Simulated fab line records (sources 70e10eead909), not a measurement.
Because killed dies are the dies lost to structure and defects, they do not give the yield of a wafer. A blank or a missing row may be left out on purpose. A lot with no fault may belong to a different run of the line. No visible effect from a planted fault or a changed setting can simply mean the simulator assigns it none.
fab line records	flow nand_harc
record: lots: 24	wafers: 72	last_day: 24
route steps=1159 shown A_M1@1044 A_BONDPAD@1073
lots untouched by any fault: they come from a run of this same line in which no faults occurred
start_h: hours from the record's first day to the start of the lot's first wafer shown	wait_h: how many hours have passed since the lot's step before this one	" same as the row above	L1.1+2: a single row standing in for several wafers	- value missing, or start not given	* or withheld: withheld	< > ~ a bound
route shown NAME@n: names a module that has steps shown in the file, with the first one's number in the route	usual: mean/standard deviation of fault-free wafers	same: alike in all rows	chamber/n: place in a boat	sites: each site's reading	_std_site: the values' standard deviation	_edge_site: inner sites' mean taken away from outer sites' mean	radius_mm: how far each site lies from the wafer's centre	mask NAME#n: copy n	behind: tool/chamber where the wafer was last shaped	hold: the reason the lot was held/the length of the hold in hours/how it ended	device: the n, p or np transistor that did not switch	end of line: at the end of the route, the tests of the same wafers	step lacking rows: just its recipe	killed: dies lost to structure and defects at the first sort, not the wafer's yield	map: shows each die of a wafer: x if killed, . if not, _ if none is there
set.NAME: the setting the step ran with; set.NAME@STEP: the setting that earlier step ran with	model.NAME: the simulator's own value behind a step, which no gauge read
one table for each step of the route and one row for each wafer, over a sample of lots
services: when a tool's chamber went out of use (start_h, in hours from the record's first day, below 0 if earlier), for how many hours, and the reason
== steps ==
step: NHARC_A_M1_ETCH_28
recipe: target_depth_a: 300	over_etch_frac: 0.3	time_s: 72.99	ion_energy_ev: 150	cf4_flow_sccm: 50	n2_flow_sccm: 100	ar_flow_sccm: 150	rf_w: 300	bias_w: 100	chemistry: CF4/N2
usual: drypump_motor_current_A: 5.6/0.39	oes_product_au: 1.000/0.0072	rf_vpp_V: 313.5/2	showerhead_plenum_p_Torr: 2.59/0.11	throttle_valve_pct: 19.794/0.0092
same: time_s: 72.99
lot.wafer	tool	chamber	start_h	wait_h	drypump_motor_current_A	oes_product_au	rf_hours_counter_h	rf_vpp_V	showerhead_plenum_p_Torr	throttle_valve_pct
L075.1	rie_diel-11	0	-	-	5.9	0.994	1.8	316.0	2.72	19.794
L075.4	"	1	"	"	5.8	1.003	1.5	312.5	2.56	19.793
L075.5	"	3	"	"	5.4	0.999	-	315.2	2.72	19.783
L074.2	rie_diel-11	3	-	-	5.4	0.996	2.2	314.8	2.72	19.809
L074.1	"	1	"	"	5.8	1.004	1.6	311.7	2.56	19.799
L074.5	"	2	"	"	5.1	1.008	-	310.6	2.45	19.803
L078.1	rie_diel-11	3	-	-	5.4	0.997	2.5	317.3	2.72	19.802
L078.3	"	0	"	"	5.9	1.000	2.2	316.0	2.72	19.793
L078.5	"	0	"	"	5.9	1.008	-	317.3	2.72	19.781
L077.2	rie_diel-11	1	-	-	5.8	1.003	2.0	313.7	2.56	19.784
L077.4	"	2	"	"	5.1	1.000	2.3	311.4	2.45	19.802
L077.6	"	2	"	"	5.1	1.001	-	311.1	2.45	19.787
L079.2	rie_diel-10	1	-	-	6.4	1.012	3.9	315.9	2.68	19.809
L079.6	"	2	"	"	4.7	1.005	-	315.0	2.71	19.789
L079.5	"	3	"	"	5.5	1.008	-	312.4	2.48	19.805
L076.1	rie_diel-11	3	-	-	5.4	0.999	3.6	316.8	2.72	19.805
L076.4	"	0	"	"	5.9	1.006	3.4	314.4	2.72	19.777
L076.6	"	2	"	"	5.1	1.002	-	312.0	2.45	19.785
L080.3	rie_diel-12	1	-	-	5.5	0.995	0.8	312.7	2.51	19.785
L080.4	"	0	"	"	6.0	0.988	1.0	315.3	2.70	19.800
L080.5	"	1	"	"	5.5	0.998	-	312.0	2.51	19.786
L082.1	rie_diel-11	0	-	-	6.0	0.998	5.4	315.7	2.71	19.787
L082.6	"	2	"	"	5.1	0.999	-	311.3	2.45	19.807
L082.5	"	3	"	"	5.4	0.994	-	314.9	2.72	19.793
L081.2	rie_diel-11	1	-	-	5.8	1.000	5.5	311.9	2.56	19.791
L081.6	"	3	"	"	5.4	0.988	-	314.4	2.72	19.814
L081.5	"	2	"	"	5.1	1.010	-	312.3	2.45	19.795
L084.4	rie_diel-12	2	-	-	5.7	1.001	1.4	311.3	2.47	19.796
L084.3	"	0	"	"	6.0	1.003	1.6	315.2	2.69	19.790
L084.1	"	1	"	"	5.5	0.997	1.3	312.7	2.51	19.772
L083.1	rie_diel-12	2	-	-	5.7	0.989	1.5	311.6	2.47	19.804
L083.2	"	3	"	"	5.9	1.006	1.8	314.5	2.64	19.804
L083.3	"	0	"	"	6.0	0.992	1.8	315.2	2.70	19.786
L088.3	rie_diel-11	2	-	-	5.1	1.009	6.1	311.2	2.45	19.806
L088.6	"	3	"	"	5.4	0.992	-	316.6	2.72	19.792
L088.5	"	0	"	"	5.9	1.007	-	314.9	2.71	19.791
L086.2	rie_diel-12	2	-	-	5.7	0.993	1.8	312.0	2.47	19.796
L086.1	"	0	"	"	6.0	0.993	2.1	315.4	2.69	19.786
L086.3	"	1	"	"	5.5	0.994	1.8	311.5	2.51	19.801
L085.4	rie_diel-12	1	-	-	5.5	0.990	1.9	311.3	2.51	19.793
L085.6	"	2	"	"	5.7	0.991	-	311.3	2.47	19.794
L085.5	"	3	"	"	6.0	0.993	-	313.1	2.64	19.787
L090.4	rie_diel-12	1	-	-	5.6	0.999	2.4	311.1	2.51	19.787
L090.6	"	1	"	"	5.5	0.996	-	311.3	2.51	19.791
L090.5	"	2	"	"	5.7	0.993	-	312.4	2.47	19.785
L091.1	rie_diel-12	1	-	-	5.5	0.993	2.5	310.9	2.51	19.801
L091.3	"	0	"	"	5.9	0.998	2.7	315.1	2.69	19.788
L091.5	"	2	"	"	5.7	1.001	-	310.9	2.47	19.813
L087.1	rie_diel-11	3	-	-	5.4	0.988	9.2	316.1	2.72	19.795
L087.4	"	1	"	"	5.8	1.006	8.3	313.0	2.56	19.805
L087.6	"	0	"	"	5.9	1.002	-	316.1	2.71	19.799
L089.1	rie_diel-10	1	-	-	6.4	0.992	8.9	314.2	2.68	19.791
L089.3	"	3	"	"	5.6	1.005	8.9	311.6	2.48	19.801
L089.6	"	1	"	"	6.4	1.007	-	315.5	2.68	19.805
L093.1	rie_diel-11	3	-	-	5.4	0.994	10.7	315.8	2.71	19.803
L093.2	"	0	"	"	5.9	0.997	9.7	314.7	2.71	19.792
L093.6	"	3	"	"	5.4	0.996	-	317.8	2.71	19.787
L092.2	rie_diel-10	1	-	-	6.4	0.995	10.3	314.2	2.68	19.791
L092.6	"	1	"	"	6.4	1.005	-	313.5	2.68	19.796
L092.5	"	2	"	"	4.7	1.000	-	315.5	2.71	19.797
L095.1	rie_diel-12	1	-	-	5.5	0.999	3.6	313.1	2.51	19.789
L095.4	"	3	"	"	6.0	0.995	3.8	313.8	2.64	19.807
L095.2	"	0	"	"	6.0	0.995	3.8	314.3	2.69	19.782
L096.3	rie_diel-12	1	-	-	5.5	0.992	3.6	311.7	2.51	19.778
L096.2	"	3	"	"	6.0	1.005	3.8	314.8	2.64	19.789
L096.4	"	0	"	"	6.0	0.998	3.8	315.2	2.69	19.797
L094.4	rie_diel-10	0	-	-	5.9	1.016	0.9	312.4	2.49	19.802
L094.3	"	2	"	"	4.7	1.002	0.6	316.9	2.71	19.779
L094.6	"	0	"	"	5.9	1.020	-	311.0	2.49	19.803
L097.4	rie_diel-10	1	-	-	6.4	1.000	0.8	314.3	2.68	19.797
L097.1	"	3	"	"	5.6	1.010	0.9	310.6	2.48	19.793
L097.5	"	2	"	"	4.7	0.992	-	317.6	2.71	19.790
step: NHARC_A_M1_ANNEAL_31
recipe: temp_c: 225	time_s: 90
usual: wafer_temp_C_max: 226.3/0.42
same: time_s: 90
lot.wafer	tool	chamber	start_h	wait_h	wafer_temp_C_max
L075.1	rtp_anneal-02	0	405.49	0.3	226.5
L075.4	"	0	"	"	226.0
L075.5	"	0	"	"	225.8
L074.1	rtp_anneal-02	0	406.40	0.4	226.0
L074.2	"	0	"	"	226.0
L074.5	"	0	"	"	226.3
L078.1	rtp_anneal-01	0	412.55	0.3	226.4
L078.3	"	0	"	"	226.6
L078.5	"	0	"	"	226.8
L077.2	rtp_anneal-01	0	413.55	0.4	226.4
L077.4	"	0	"	"	226.3
L077.6	"	0	"	"	226.5
L079.2	rtp_anneal-02	0	420.15	-	226.1
L079.5	"	0	"	"	225.9
L079.6	"	0	"	"	226.1
L076.1	rtp_anneal-02	0	428.20	0.3	226.1
L076.4	"	0	"	"	226.7
L076.6	"	0	"	"	225.9
L080.3	rtp_anneal-02	0	428.80	-	225.8
L080.4	"	0	"	"	225.5
L080.5	"	0	"	"	226.3
L082.1	rtp_anneal-01	0	452.94	-	226.7
L082.5	"	0	"	"	227.0
L082.6	"	0	"	"	227.3
L081.2	rtp_anneal-01	0	458.51	0.3	227.1
L081.5	"	0	"	"	226.7
L081.6	"	0	"	"	226.4
L084.1	rtp_anneal-02	0	458.68	0.3	226.2
L084.3	"	0	"	"	225.8
L084.4	"	0	"	"	225.4
L083.1	rtp_anneal-02	0	463.91	0.3	226.0
L083.2	"	0	"	"	226.2
L083.3	"	0	"	"	225.9
L088.3	rtp_anneal-01	0	478.81	-	226.4
L088.5	"	0	"	"	226.1
L088.6	"	0	"	"	226.5
L086.1	rtp_anneal-02	0	479.07	0.3	225.8
L086.2	"	0	"	"	225.8
L086.3	"	0	"	"	226.2
L085.4	rtp_anneal-02	0	479.92	-	226.2
L085.5	"	0	"	"	226.2
L085.6	"	0	"	"	226.6
L090.4	rtp_anneal-02	0	496.69	0.3	226.2
L090.5	"	0	"	"	225.8
L090.6	"	0	"	"	225.9
L091.1	rtp_anneal-01	0	497.30	0.3	227.0
L091.3	"	0	"	"	226.8
L091.5	"	0	"	"	227.3
L087.1	rtp_anneal-02	0	497.42	0.3	225.9
L087.4	"	0	"	"	226.0
L087.6	"	0	"	"	226.0
L089.1	rtp_anneal-01	0	497.75	0.3	226.4
L089.3	"	0	"	"	226.4
L089.6	"	0	"	"	226.7
L093.1	rtp_anneal-02	0	512.79	0.3	226.3
L093.2	"	0	"	"	225.9
L093.6	"	0	"	"	226.0
L092.2	rtp_anneal-02	0	530.46	-	225.8
L092.5	"	0	"	"	226.3
L092.6	"	0	"	"	226.3
L095.1	rtp_anneal-01	0	534.33	-	227.2
L095.2	"	0	"	"	227.2
L095.4	"	0	"	"	226.2
L096.2	rtp_anneal-02	0	534.71	-	225.9
L096.3	"	0	"	"	226.6
L096.4	"	0	"	"	225.9
L094.3	rtp_anneal-01	0	546.35	-	226.2
L094.4	"	0	"	"	226.7
L094.6	"	0	"	"	227.1
L097.1	rtp_anneal-02	0	546.86	-	226.4
L097.4	"	0	"	"	226.3
L097.5	"	0	"	"	226.0
step: NHARC_A_BONDPAD_OVL_MEAS_35
usual: overlay_x_nm: 1/6.9	overlay_y_nm: 4/6.8
lot.wafer	tool	chamber	start_h	wait_h	overlay_x_nm	overlay_y_nm
L075.1	overlay-01	-	408.21	-	2	-1
L075.4	"	-	"	"	2	0
L075.5	"	-	"	"	2	-1
L074.1	overlay-02	-	409.23	-	7	5
L074.2	"	-	"	"	7	6
L074.5	"	-	"	"	7	6
L078.1	overlay-01	-	415.37	-	-8	-13
L078.3	"	-	"	"	-9	-13
L078.5	"	-	"	"	-8	-13
L077.2	overlay-02	-	416.36	-	7	7
L077.4	"	-	"	"	8	6
L077.6	"	-	"	"	8	7
L079.2	overlay-01	-	422.80	-	-9	6
L079.5	"	-	"	"	-9	6
L079.6	"	-	"	"	-9	6
L076.1	overlay-02	-	431.03	-	-1	0
L076.4	"	-	"	"	-1	-1
L076.6	"	-	"	"	-1	0
L080.3	overlay-01	-	431.44	-	0	11
L080.4	"	-	"	"	0	10
L080.5	"	-	"	"	0	11
L082.1	overlay-02	-	455.88	-	9	12
L082.5	"	-	"	"	8	12
L082.6	"	-	"	"	9	12
L081.2	overlay-01	-	461.29	-	1	11
L081.5	"	-	"	"	1	10
L081.6	"	-	"	"	1	11
L084.1	overlay-02	-	461.52	-	-5	5
L084.3	"	-	"	"	-5	5
L084.4	"	-	"	"	-5	5
L083.1	overlay-02	-	466.74	-	-4	9
L083.2	"	-	"	"	-4	9
L083.3	"	-	"	"	-4	9
L088.3	overlay-01	-	481.56	-	5	1
L088.5	"	-	"	"	5	2
L088.6	"	-	"	"	5	1
L086.1	overlay-01	-	481.91	-	-9	0
L086.2	"	-	"	"	-9	0
L086.3	"	-	"	"	-10	0
L085.4	overlay-02	-	482.84	-	-6	2
L085.5	"	-	"	"	-5	2
L085.6	"	-	"	"	-5	3
L090.4	overlay-01	-	499.38	-	12	-2
L090.5	"	-	"	"	11	-1
L090.6	"	-	"	"	12	-2
L091.1	overlay-02	-	500.00	-	8	16
L091.3	"	-	"	"	8	15
L091.5	"	-	"	"	8	15
L087.1	overlay-01	-	500.24	-	0	1
L087.4	"	-	"	"	1	1
L087.6	"	-	"	"	0	1
L089.1	overlay-01	-	500.65	-	-6	5
L089.3	"	-	"	"	-7	6
L089.6	"	-	"	"	-7	6
L093.1	overlay-01	-	515.66	-	1	-2
L093.2	"	-	"	"	1	-2
L093.6	"	-	"	"	1	-1
L092.2	overlay-01	-	533.18	-	12	8
L092.5	"	-	"	"	12	8
L092.6	"	-	"	"	12	8
L095.1	overlay-02	-	537.09	-	-8	13
L095.2	"	-	"	"	-7	12
L095.4	"	-	"	"	-8	13
L096.2	overlay-02	-	537.52	-	13	-7
L096.3	"	-	"	"	13	-7
L096.4	"	-	"	"	13	-7
L094.3	overlay-02	-	549.42	-	7	8
L094.4	"	-	"	"	6	8
L094.6	"	-	"	"	6	8
L097.1	overlay-02	-	549.74	-	-3	-7
L097.4	"	-	"	"	-3	-7
L097.5	"	-	"	"	-2	-7
step: NHARC_A_BONDPAD_STRIP_15
recipe: o2_flow_sccm: 500	ar_flow_sccm: 0	bias_w: 0	chemistry: O2
usual: drypump_motor_current_A: 5.8/0.36	oes_product_au: 1.002/0.0066	rf_vpp_V: 57.7/0.92	showerhead_plenum_p_Torr: 3.49/0.15	throttle_valve_pct: 17.036/0.0091
lot.wafer	tool	chamber	start_h	wait_h	drypump_motor_current_A	oes_product_au	rf_hours_counter_h	rf_vpp_V	showerhead_plenum_p_Torr	throttle_valve_pct
L075.4	rie_diel-03	1	408.75	0.1	5.8	0.994	0	58.1	3.31	17.056
L075.1	"	2	"	"	6.1	0.994	0	57.8	3.62	17.026
L075.5	"	0	"	"	5.4	1.004	-	58.6	3.58	17.032
L074.1	rie_diel-03	0	409.75	0.1	5.4	1.008	1	58.0	3.58	17.032
L074.2	"	2	"	"	6.1	1.005	0	58.0	3.62	17.021
L074.5	"	1	"	"	5.7	1.004	-	57.3	3.31	17.027
L078.3	rie_diel-01	3	415.92	0.1	5.5	1.006	40	57.9	3.53	17.029
L078.1	"	0	"	"	5.4	1.012	36	58.9	3.33	17.034
L078.5	"	3	"	"	5.6	1.017	-	57.5	3.53	17.028
L077.4	rie_diel-03	3	416.89	0.1	6.2	1.009	1	56.3	3.43	17.040
L077.2	"	0	"	"	5.3	1.009	1	56.8	3.58	17.029
L077.6	"	3	"	"	6.2	1.004	-	58.3	3.43	17.029
L079.2	rie_diel-07	0	423.36	0.1	5.0	1.007	1	57.4	3.72	17.039
L079.5	"	1	"	"	5.7	1.007	-	58.3	3.60	17.019
L079.6	"	2	"	"	5.5	1.004	-	57.1	3.81	17.032
L076.1	rie_diel-03	0	431.55	0.1	5.4	1.006	1	57.1	3.58	17.034
L076.4	"	1	"	"	5.7	1.003	1	57.2	3.31	17.046
L076.6	"	1	"	"	5.7	0.989	-	58.0	3.31	17.029
L080.3	rie_diel-01	1	431.96	0.1	5.8	1.014	41	56.7	3.36	17.056
L080.4	"	3	"	"	5.5	1.007	44	57.0	3.53	17.047
L080.5	"	1	"	"	5.8	1.015	-	55.6	3.36	17.028
L082.1	rie_diel-03	1	456.44	0.1	5.7	1.009	2	56.5	3.31	17.026
L082.5	"	3	"	"	6.3	0.999	-	57.7	3.43	17.042
L082.6	"	0	"	"	5.4	1.006	-	59.3	3.58	17.040
L081.2	rie_diel-03	2	461.85	0.1	6.1	0.998	1	58.0	3.62	17.034
L081.6	"	3	"	"	6.3	1.003	-	58.4	3.43	17.046
L081.5	"	0	"	"	5.4	1.003	-	57.5	3.58	17.036
L084.1	rie_diel-03	3	462.11	0.1	6.3	0.990	2	56.1	3.43	17.031
L084.3	"	0	"	"	5.4	0.990	2	57.9	3.58	17.024
L084.4	"	2	"	"	6.1	0.995	2	57.8	3.62	17.030
L083.2	rie_diel-03	2	467.29	0.1	6.1	0.998	2	57.8	3.62	17.033
L083.1	"	3	"	"	6.3	0.997	2	59.5	3.43	17.030
L083.3	"	0	"	"	5.4	1.001	2	58.7	3.58	17.041
L088.3	rie_diel-01	3	482.12	0.1	5.6	1.003	66	57.6	3.51	17.042
L088.5	"	0	"	"	5.4	1.006	-	56.7	3.32	17.029
L088.6	"	1	"	"	5.8	1.005	-	58.2	3.35	17.040
L086.1	rie_diel-03	1	482.42	0.1	5.7	1.003	3	57.7	3.31	17.047
L086.2	"	3	"	"	6.3	1.008	3	58.0	3.43	17.016
L086.3	"	0	"	"	5.3	0.991	3	58.8	3.58	17.043
L085.4	rie_diel-03	3	483.38	0.1	6.2	1.004	3	57.0	3.43	17.051
L085.5	"	1	"	"	5.7	1.005	-	56.6	3.31	17.034
L085.6	"	2	"	"	6.1	1.005	-	56.3	3.62	17.033
L090.4	rie_diel-03	1	500.28	0.1	5.7	1.001	3	57.7	3.31	17.011
L090.6	"	3	"	"	6.2	0.997	-	58.8	3.43	17.038
L090.5	"	0	"	"	5.3	1.015	-	57.0	3.58	17.038
L091.1	rie_diel-07	0	500.59	0.1	5.1	1.007	18	58.6	3.71	17.033
L091.3	"	1	"	"	5.7	0.999	16	56.8	3.59	17.036
L091.5	"	2	"	"	5.5	1.004	-	57.8	3.80	17.046
L087.1	rie_diel-07	1	500.82	0.1	5.7	0.997	16	59.2	3.59	17.029
L087.4	"	2	"	"	5.5	1.003	16	58.8	3.80	17.037
L087.6	"	1	"	"	5.7	0.998	-	56.7	3.59	17.036
L089.1	rie_diel-07	2	501.17	0.1	5.6	0.998	16	58.9	3.80	17.029
L089.3	"	3	"	"	6.1	0.992	18	57.1	3.27	17.023
L089.6	"	3	"	"	6.1	0.998	-	56.0	3.27	17.023
L093.2	rie_diel-03	0	516.17	0.1	5.3	1.007	4	56.3	3.58	17.042
L093.1	"	1	"	"	5.7	1.002	4	56.4	3.31	17.032
L093.6	"	1	"	"	5.7	0.998	-	57.8	3.31	17.055
L092.2	rie_diel-03	2	533.71	0.1	6.1	1.003	4	59.2	3.62	17.036
L092.5	"	1	"	"	5.7	0.989	-	58.3	3.31	17.027
L092.6	"	2	"	"	6.1	0.998	-	57.1	3.62	17.029
L095.1	rie_diel-03	2	537.61	0.1	6.1	0.997	4	57.0	3.62	17.054
L095.2	"	3	"	"	6.3	0.994	5	57.4	3.43	17.030
L095.4	"	1	"	"	5.7	1.001	5	58.1	3.31	17.052
L096.3	rie_diel-03	3	538.12	0.1	6.3	1.004	5	57.6	3.43	17.024
L096.4	"	0	"	"	5.4	1.002	5	58.4	3.58	17.029
L096.2	"	1	"	"	5.7	1.006	5	57.3	3.31	17.036
L094.3	rie_diel-07	2	549.95	0.1	5.5	1.002	26	58.2	3.79	17.038
L094.4	"	0	"	"	5.0	1.003	29	57.7	3.70	17.046
L094.6	"	1	"	"	5.7	0.997	-	59.5	3.58	17.042
L097.4	rie_diel-01	0	550.25	0.1	5.4	0.993	20	58.1	3.30	17.035
L097.1	"	3	"	"	5.5	0.998	20	58.3	3.50	17.039
L097.5	"	1	"	"	5.8	1.005	-	56.8	3.34	17.039
step: NHARC_A_BONDPAD_PRE_CLEAN_26
recipe: time_s: 30	temp_c: 280	gas: H2/He
usual: heater_power_w: 448/51
same: time_s: 30
lot.wafer	tool	chamber	start_h	wait_h	heater_power_w
L075.4	pvd_sputter-01	-	-	-	442
L075.1	"	-	"	"	390
L075.5	"	-	"	"	433
L074.1	pvd_sputter-01	-	-	-	479
L074.2	"	-	"	"	428
L074.5	"	-	"	"	484
L078.3	pvd_sputter-03	-	-	-	497
L078.1	"	-	"	"	436
L078.5	"	-	"	"	426
L077.2	pvd_sputter-01	-	-	-	433
L077.4	"	-	"	"	482
L077.6	"	-	"	"	489
L079.2	pvd_sputter-01	-	-	-	465
L079.6	"	-	"	"	429
L079.5	"	-	"	"	486
L076.4	pvd_sputter-03	-	-	-	438
L076.1	"	-	"	"	485
L076.6	"	-	"	"	482
L080.4	pvd_sputter-01	-	-	-	426
L080.3	"	-	"	"	394
L080.5	"	-	"	"	438
L082.1	pvd_sputter-03	-	-	-	478
L082.6	"	-	"	"	432
L082.5	"	-	"	"	574
L081.2	pvd_sputter-01	-	-	-	473
L081.5	"	-	"	"	476
L081.6	"	-	"	"	437
L084.4	pvd_sputter-02	-	-	-	389
L084.1	"	-	"	"	411
L084.3	"	-	"	"	437
L083.1	pvd_sputter-01	-	-	-	427
L083.2	"	-	"	"	484
L083.3	"	-	"	"	386
L088.3	pvd_sputter-03	-	-	-	622
L088.5	"	-	"	"	576
L088.6	"	-	"	"	398
L086.3	pvd_sputter-01	-	-	-	479
L086.1	"	-	"	"	434
L086.2	"	-	"	"	398
L085.4	pvd_sputter-02	-	-	-	435
L085.6	"	-	"	"	394
L085.5	"	-	"	"	411
L090.4	pvd_sputter-02	-	-	-	388
L090.6	"	-	"	"	392
L090.5	"	-	"	"	413
L091.1	pvd_sputter-01	-	-	-	482
L091.3	"	-	"	"	423
L091.5	"	-	"	"	448
L087.1	pvd_sputter-03	-	-	-	411
L087.4	"	-	"	"	475
L087.6	"	-	"	"	416
L089.3	pvd_sputter-03	-	-	-	411
L089.1	"	-	"	"	589
L089.6	"	-	"	"	406
L093.2	pvd_sputter-01	-	-	-	471
L093.1	"	-	"	"	389
L093.6	"	-	"	"	426
L092.2	pvd_sputter-03	-	-	-	441
L092.5	"	-	"	"	602
L092.6	"	-	"	"	402
L095.4	pvd_sputter-01	-	-	-	467
L095.1	"	-	"	"	450
L095.2	"	-	"	"	385
L096.2	pvd_sputter-03	-	-	-	418
L096.4	"	-	"	"	473
L096.3	"	-	"	"	600
L094.4	pvd_sputter-01	-	-	-	473
L094.3	"	-	"	"	438
L094.6	"	-	"	"	479
L097.4	pvd_sputter-01	-	-	-	374
L097.1	"	-	"	"	439
L097.5	"	-	"	"	450
step: NHARC_A_BONDPAD_ANNEAL_28
recipe: temp_c: 225	time_s: 90
usual: wafer_temp_C_max: 226.4/0.49
same: time_s: 90
lot.wafer	tool	chamber	start_h	wait_h	wafer_temp_C_max
L075.1	rtp_anneal-02	0	410.02	-	226.2
L075.4	"	0	"	"	226.5
L075.5	"	0	"	"	225.9
L074.1	rtp_anneal-02	0	411.28	-	226.0
L074.2	"	0	"	"	226.4
L074.5	"	0	"	"	225.8
L078.1	rtp_anneal-01	0	417.25	-	226.9
L078.3	"	0	"	"	226.6
L078.5	"	0	"	"	226.3
L077.2	rtp_anneal-01	0	418.21	0.4	227.0
L077.4	"	0	"	"	227.5
L077.6	"	0	"	"	226.7
L079.2	rtp_anneal-02	0	424.89	0.3	226.3
L079.5	"	0	"	"	226.0
L079.6	"	0	"	"	225.9
L076.1	rtp_anneal-01	0	432.83	-	226.5
L076.4	"	0	"	"	226.7
L076.6	"	0	"	"	226.7
L080.3	rtp_anneal-02	0	433.40	0.3	226.0
L080.4	"	0	"	"	225.7
L080.5	"	0	"	"	225.9
L082.1	rtp_anneal-01	0	457.77	-	227.7
L082.5	"	0	"	"	227.0
L082.6	"	0	"	"	226.6
L081.2	rtp_anneal-01	0	463.14	0.3	226.7
L081.5	"	0	"	"	226.8
L081.6	"	0	"	"	226.2
L084.1	rtp_anneal-01	0	463.41	0.3	226.5
L084.3	"	0	"	"	226.8
L084.4	"	0	"	"	226.4
L083.1	rtp_anneal-01	0	468.55	-	226.6
L083.2	"	0	"	"	226.9
L083.3	"	0	"	"	226.8
L088.3	rtp_anneal-02	0	483.50	0.3	225.7
L088.5	"	0	"	"	225.9
L088.6	"	0	"	"	225.7
L086.1	rtp_anneal-02	0	483.71	-	226.2
L086.2	"	0	"	"	226.1
L086.3	"	0	"	"	225.9
L085.4	rtp_anneal-02	0	484.81	-	226.2
L085.5	"	0	"	"	226.1
L085.6	"	0	"	"	226.2
L090.4	rtp_anneal-01	0	501.76	0.3	227.4
L090.5	"	0	"	"	226.1
L090.6	"	0	"	"	226.7
L091.1	rtp_anneal-02	0	501.93	-	226.2
L091.3	"	0	"	"	225.8
L091.5	"	0	"	"	226.1
L087.1	rtp_anneal-01	0	502.13	-	226.2
L087.4	"	0	"	"	227.5
L087.6	"	0	"	"	226.6
L089.1	rtp_anneal-01	0	502.87	-	226.6
L089.3	"	0	"	"	227.0
L089.6	"	0	"	"	226.5
L093.1	rtp_anneal-01	0	517.53	0.3	226.9
L093.2	"	0	"	"	226.6
L093.6	"	0	"	"	226.7
L092.2	rtp_anneal-01	0	535.05	0.3	227.3
L092.5	"	0	"	"	226.9
L092.6	"	0	"	"	226.6
L095.1	rtp_anneal-01	0	538.94	-	226.4
L095.2	"	0	"	"	227.2
L095.4	"	0	"	"	226.6
L096.2	rtp_anneal-02	0	539.53	0.3	225.7
L096.3	"	0	"	"	225.6
L096.4	"	0	"	"	226.1
L094.3	rtp_anneal-02	0	551.79	-	225.7
L094.4	"	0	"	"	225.8
L094.6	"	0	"	"	226.1
L097.1	rtp_anneal-01	0	552.11	-	226.5
L097.4	"	0	"	"	226.3
L097.5	"	0	"	"	226.4
== services ==
tool	chamber	start_h	hours	kind
rie_diel-03	-	392.33	9.0	pm
rie_diel-03	-	402.13	0.8	repair
pvd_sputter-03	-	403.52	0.9	repair
pvd_sputter-03	-	406.12	5.2	repair
rie_diel-11	2	427.88	8.1	repair
rie_diel-11	3	433.79	7.4	repair
rie_diel-01	1	434.38	29.7	repair
rie_diel-01	0	443.72	6.3	repair
rie_diel-03	2	449.20	11.8	repair
rie_diel-10	-	452.47	0.6	repair
pvd_sputter-01	-	453.77	5.1	repair
rie_diel-11	0	455.08	2.8	repair
rie_diel-10	1	458.11	7.9	repair
rie_diel-10	-	460.29	3.4	repair
rie_diel-11	0	462.87	3.9	repair
rie_diel-12	-	470.29	0.4	repair
rie_diel-10	0	473.41	1.3	repair
rie_diel-03	2	505.50	6.7	repair
rie_diel-12	0	521.28	2.5	repair
pvd_sputter-01	-	527.33	10.0	pm
rie_diel-10	-	530.50	9.0	pm
rie_diel-11	-	543.50	9.0	pm
pvd_sputter-01	-	545.75	4.7	repair
pvd_sputter-03	-	548.30	11.4	repair
== key ==
fault none
